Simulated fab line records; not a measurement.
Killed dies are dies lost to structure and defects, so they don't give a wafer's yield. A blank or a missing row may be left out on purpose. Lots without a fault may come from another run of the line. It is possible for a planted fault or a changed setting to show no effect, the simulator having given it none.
A lot that was struck, set against a sound lot ; flow n5_finfet ; 15 steps out of a route of 1938
Sound: the wafers L521.1, L521.4, L521.5. Struck: wafer L530.2. (L530.1 of the same lot was not struck and is left out.) The cause comes at the end.
For every step that has rows: the tool of each side, followed by ch and its chambers, followed by its first start. Under that, the readings that differ: sound wafers ; struck wafers ; difference of the means ; sigmas: that difference in standard deviations of wafers without a fault.
alike: readings with means less than 2 such deviations apart, plus words and numbers identical on both sides. not compared: withheld readings, readings lacking a value on some wafer, bounds such as >300 that could conceal the same value, and numbers that have no deviation in the record and whose values overlap.
The two part at a step that has a row with sigmas, a row that says differs or no value, or rows on one side only. Non-overlapping numbers with no deviation appear without sigmas and do not part them. Lack of a reading on every wafer of one side parts them only where that side has two or more wafers.

first, 6 steps without rows for these wafers: N5_BEOL_M0_SAQP_COAT_34 (resist thk 30 nm); N5_BEOL_M0_SAQP_EBR_36; N5_BEOL_M0_SAQP_SOFTBAKE_35 (time 60 s); N5_BEOL_M0_SAQP_EXPOSE_37 (exposes mask M0 CUT1, target cd 30 nm); N5_BEOL_M0_SAQP_PEB_38 (peb time 60 s); N5_BEOL_M0_SAQP_DEVELOP_39 (develop time 30 s).
N5_BEOL_M0_SAQP_CD_MEAS_40: target cd 30 nm.
  sound on cd_sem-01 ch 0, day 6 22:46; struck on cd_sem-01 ch 0, day 9 07:20
  alike: cd_nm
N5_BEOL_M0_SAQP_OVL_MEAS_41:
  sound on overlay-01 ch 0, day 6 22:48; struck on overlay-02 ch 0, day 9 07:22
  alike: M0_CUT1_OVL
N5_BEOL_M0_SAQP_INSPECT_42: inspects for defects (brightfield).
  struck on defect_inspect-02, day 9 07:26; sound on defect_inspect-01, day 6 22:52
  alike: raw_defect_count
N5_BEOL_M0_SAQP_DESCUM_45: chemistry O2, time 7 s.
  sound on rie_diel-02 ch 1,2, day 6 22:54; struck on rie_diel-02 ch 0, day 9 07:28
  alike: drypump_motor_current_A, oes_product_au, rf_vpp_V, showerhead_plenum_p_Torr, throttle_valve_pct
  not compared: rf_hours_counter_h
N5_BEOL_M0_SAQP_ETCH_88: etches underlayer in N2/H2, target depth 6.5 nm, time 5.2 s.
  sound on rie_diel-02 ch 1,2, day 6 22:56; struck on rie_diel-02 ch 0, day 9 07:30
  alike: drypump_motor_current_A, etch_rf_on_time_s, h2_flow_sccm, oes_product_au, rf_vpp_V, showerhead_plenum_p_Torr, throttle_valve_pct
  not compared: rf_hours_counter_h
N5_BEOL_M0_SAQP_ETCH_73: etches SiARC in CF4, target depth 19.5 nm, time 32.5 s.
  sound on rie_diel-02 ch 1,2, day 6 22:57; struck on rie_diel-02 ch 0, day 9 07:31
  alike: drypump_motor_current_A, etch_rf_on_time_s, oes_product_au, rf_vpp_V, showerhead_plenum_p_Torr, throttle_valve_pct
  not compared: rf_hours_counter_h
N5_BEOL_M0_SAQP_CUT_ETCH_46: etches SOC in N2/H2, target depth 135 nm, overetch 27 nm, time 202.5 s.
  sound on rie_diel-02 ch 1,2, day 6 22:59; struck on rie_diel-02 ch 0, day 9 07:33
reading;sound;struck;difference;sigmas
model.SiARC_of_BEOL_M0_SAQP_COAT_72.thk_nm (nm);5 4.6 4.6;7.2;+2.5;
  alike: drypump_motor_current_A, h2_flow_sccm, rf_vpp_V, showerhead_plenum_p_Torr, throttle_valve_pct
  not compared: rf_hours_counter_h
then, 1 step without rows for these wafers: N5_BEOL_M0_SAQP_STRIP_74 (strips in N2/H2).
-- a jump in the record: the struck wafers' starts before and after are 2 days apart (it breaks off in module BEOL_M0_SAQP and resumes in module BEOL_M4, where the first step shown is number 1111 of the route) --
N5_BEOL_M4_RC_MEAS_101:
  sound on prober-02 ch 0, day 9 03:21; struck on prober-02 ch 0, day 11 12:16
  alike: DIBL_N, DIBL_P, IOFF_N, IOFF_P, ION_N, ION_P, SS_N, SS_P, VT_N, VT_P

== WHERE THEY PART ==
Nowhere in this record.

WHY: whatever the simulator had introduced
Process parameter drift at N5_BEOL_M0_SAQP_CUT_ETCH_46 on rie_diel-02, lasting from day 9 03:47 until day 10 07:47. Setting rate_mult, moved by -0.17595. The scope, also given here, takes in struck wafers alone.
